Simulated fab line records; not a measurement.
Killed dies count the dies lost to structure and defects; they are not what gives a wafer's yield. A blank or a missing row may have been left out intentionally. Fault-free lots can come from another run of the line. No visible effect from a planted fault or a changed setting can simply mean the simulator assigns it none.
Chamber matching -- flow n5_finfet -- rie_diel-02 running N5_BEOL_M2_ETCHBACK_99: 4 sister chambers
The step etches SiO2 in CHF3, target depth 5 nm, time 10.4 s. 24 wafers are shown with their chamber, then 12 later ones without.

WAFERS PAIRED WITH THEIR CHAMBERS
wafer,chamber,drypump_motor_current_A (A),rf_vpp_V (V),showerhead_plenum_p_Torr (Torr)
L075.2,3,5.3,229,2.20
L075.5,1,5.8,240,2.17
L075.6,0,6.2,249,2.22
L078.4,0,6.2,248,2.22
L078.5,0,6.2,246,2.22
L078.6,3,5.3,230,2.20
L077.1,2,5.2,239,2.23
L077.3,1,5.8,241,2.16
L077.6,3,5.3,229,2.19
L081.2,0,6.1,246,2.22
L081.3,2,5.1,236,2.23
L081.5,2,5.1,238,2.23
L082.2,2,5.1,237,2.23
L082.3,1,5.7,241,2.16
L082.6,0,6.2,248,2.22
L086.1,0,6.1,247,2.21
L086.2,1,5.8,241,2.16
L086.3,3,5.3,230,2.19
L085.1,0,6.2,247,2.21
L085.4,3,5.3,229,2.19
L085.6,3,5.3,229,2.19
L087.1,0,6.2,247,2.21
L087.2,1,5.8,241,2.16
L087.4,2,5.1,239,2.22

SIGNATURES (averages over the wafers above)
reading,chamber 0,chamber 1,chamber 2,chamber 3,scatter within a chamber
drypump_motor_current_A,6.175,5.780,5.120,5.300,0.0394
rf_vpp_V,247.25,240.80,237.80,229.33,0.906
showerhead_plenum_p_Torr,2.2163,2.1620,2.2280,2.1933,0.0049
Rule: for a wafer and a chamber, the distance is found by dividing, reading by reading, the gap between the wafer's reading and the chamber's mean by the reading's scatter, squaring, summing and taking the root. The wafer belongs to the nearest chamber; if the next one is less than 2 further off, it can't be placed. The scatter is the square root of a quotient: the sum, over the shown wafers, of each reading's squared deviation from its chamber's mean, divided by wafers minus chambers.

WAFERS WHOSE CHAMBER IS MISSING
wafer,drypump_motor_current_A (A),rf_vpp_V (V),showerhead_plenum_p_Torr (Torr)
L090.1,6.2,248,2.21
L090.2,5.1,237,2.22
L090.6,5.8,240,2.16
L089.2,5.3,230,2.19
L089.3,6.2,248,2.21
L089.6,5.8,240,2.16
L091.2,5.3,229,2.19
L091.3,5.7,242,2.16
L091.4,5.1,236,2.22
L096.1,5.8,239,2.15
L096.3,5.3,229,2.18
L096.5,5.1,237,2.21

EACH ONE'S CHAMBER
wafer,from the rows above,in truth
L090.1,0,0
L090.2,2,2
L090.6,1,1
L089.2,3,3
L089.3,0,0
L089.6,1,1
L091.2,3,3
L091.3,1,1
L091.4,2,2
L096.1,1,1
L096.3,3,3
L096.5,2,2
Correctly placed: 12 of 12. Left unplaced by these rows: 0. Number placed wrongly: 0.
